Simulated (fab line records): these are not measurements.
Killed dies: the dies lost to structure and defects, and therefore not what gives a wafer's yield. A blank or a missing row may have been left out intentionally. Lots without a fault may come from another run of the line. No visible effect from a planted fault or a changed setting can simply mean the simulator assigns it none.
A lot that was struck, set against a sound lot -- flow n5 finfet -- 37 out of 1938 route steps
Sound: the wafers L835.2, L835.4, L835.6. Struck: wafer L849.2 (L849.1, L849.4, from the same lot, were not struck and are left out); the cause is given at the end.
For every step that has rows: the tool of each side, followed by ch and its chambers, followed by its first start. Under that, the readings that differ: sound wafers -- struck wafers -- difference of the means -- sigmas: that difference in standard deviations of wafers without a fault.
alike: same words and numbers on both sides, and readings whose means sit less than 2 such deviations apart. not compared: any withheld reading, any reading some wafer has no value for, any bound like >300 that may hide the same value, and any number with overlapping values for which the record gives no deviation.
A row with sigmas, a row that says differs or no value, or rows on one side alone: a step with any of these is where the two part. Numbers that have no deviation but don't overlap get no sigmas and don't part them. A reading missing from all wafers of one side parts the sides only when that side holds two or more wafers.

first, 9 steps without rows for these wafers: N5_BEOL_M4_ANNEAL_95 (time 240 s); N5_BEOL_M4_SPUTTER_96 (material Cu, target thk 4.5 nm, time 8.29 s); N5_BEOL_M4_ECD_50 (material Cu, target thk 300 nm); N5_BEOL_M4_ANNEAL_51 (time 90 s); N5_BEOL_M4_CMP_52 (polishes, stops on SiOC, t overpolish 6.8 s, target thk 40 nm); N5_BEOL_M4_PRE_CLEAN_60 (time 15 s); N5_BEOL_M4_CO_CAP_55 (material Co, precursor CCTBA/H2, target thk 2 nm, time 102.1 s); N5_BEOL_M4_PRE_CLEAN_56 (time 15 s); N5_BEOL_M4_DEP_57 (deposits SiCN from 3MS/NH3, target thk 8 nm, time 14 s).
N5_BEOL_M4_RC_MEAS_101:
  sound on prober-01 ch 0, day 9 13:10; struck on prober-02 ch 0, day 13 14:07
  alike: DIBL_N, DIBL_P, IOFF_N, IOFF_P, ION_N, ION_P, SS_N, SS_P, VT_N, VT_P
then, 24 steps without rows for these wafers: N5_BEOL_M5_ILD_DEP_00 (deposits SiCOH lowk from DEMS/porogen, target thk 140.64 nm, time 25.9 s); N5_BEOL_M5_CURE_79 (cures SiCOH lowk, time 240 s); N5_BEOL_M5_PECVD_70 (deposits SiO2 from TEOS/O2, target thk 16 nm, time 18 s); N5_BEOL_M5_HM_DEP_02 (deposits TiN, target thk 20 nm); N5_BEOL_M5_COAT_59 (time 60 s, resist thk 60 nm); N5_BEOL_M5_COAT_60 (time 60 s, resist thk 12 nm); N5_BEOL_M5_COAT_71 (time 60 s, resist thk 5 nm); N5_BEOL_M5_COAT_05 (resist thk 30 nm); N5_BEOL_M5_EBR_07; N5_BEOL_M5_SOFTBAKE_06 (time 60 s); N5_BEOL_M5_EXPOSE_08 (exposes mask M5, target cd 28 nm); N5_BEOL_M5_PEB_09 (peb time 60 s); N5_BEOL_M5_DEVELOP_10 (develop time 30 s); N5_BEOL_M5_DESCUM_16 (chemistry O2, time 7 s); N5_BEOL_M5_ETCH_72 (etches underlayer in N2/H2, target depth 6.5 nm, time 5.2 s); N5_BEOL_M5_ETCH_61 (etches SiARC in CF4, target depth 15.6 nm, time 26 s); N5_BEOL_M5_ETCH_62 (etches SOC in N2/H2, target depth 75 nm, overetch 15 nm, time 112.5 s); N5_BEOL_M5_STRIP_63 (strips in N2/H2); N5_BEOL_M5_STRIP_73 (strips in N2/H2); N5_BEOL_M5_STRIP_64 (strips in CF4); N5_BEOL_M5_HM_OPEN_17 (chemistry Cl2/BCl3, target TiN, target depth 20 nm, overetch 6 nm); N5_BEOL_M5_STRIP_19 (strips in O2); N5_BEOL_M5_COAT_65 (time 60 s, resist thk 60 nm); N5_BEOL_M5_COAT_66 (time 60 s, resist thk 12 nm).
-- here the record skips 3 days between the struck wafers' starts before and after, leaving off in module BEOL_M5 and picking up in module BEOL_M12 (first step shown: number 1653 of the route) --
N5_BEOL_M12_CMP_49: polishes, stops on SiOC, t overpolish 20.6 s, target thk 320 nm.
  sound on cmp-04 ch 1,2,3, day 12 11:47; struck on cmp-04 ch 0, day 16 18:39
reading,sound,struck,difference,sigmas
barrier field endpoint s (s),29.6 29.8 29.0,66.2,+36.7,+37
head pressure psi (psi),0.9980 0.9983 0.9972,0.1967,-0.8011,-99 or more
overpolish run s (s),20.597 20.598 20.618,0.036,-20.568,-99 or more
slurry filter dp kPa (kPa),13.56 13.05 13.45,13.70,+0.35,+2
  alike: motor current A, platen rpm
  not compared: model.Cu_of_BEOL_M12_ECD_47.thk nm
N5_BEOL_M12_INSPECT_55: inspects for defects (darkfield).
  sound on defect inspect-01 at day 12 12:10; struck on defect inspect-01 at day 16 19:04
reading,sound,struck,difference,sigmas
raw defect count,98 84 63,4814,+4732,+99 or more
N5_PASSIVATION_PROBE_49:
  sound on prober-02 at day 13 22:31; struck on prober-02 at day 18 10:43
reading,sound,struck,difference,sigmas
defect limited yield (%),91.4 91.9 88.1,0,-90,-65
killed_at_M4_up,3 11 7,1093,+1086,+99 or more
killed at contacts,31 32 51,4,-34,-4
killed dies,102 95 141,1180,+1067,+63
killed on rim,11 13 16,152,+139,+40
sort n pass,1078 1085 1039,0,-1067,-63
sort yield pct (%),91.4 91.9 88.1,0,-90,-65
  alike: killed_at_M0_to_M3, killed at front end, killed at other, killed open, killed short, sort_bin_5_function, sort_bin_6_memory

== WHERE THEY PART ==
At N5_BEOL_M12_CMP_49 first; at N5_PASSIVATION_PROBE_49 last (within this record only).

WHY: what had been put in by the simulator
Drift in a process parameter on cmp-04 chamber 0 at N5_BEOL_M12_CMP_49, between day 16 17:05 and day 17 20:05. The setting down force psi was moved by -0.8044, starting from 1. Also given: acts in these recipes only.
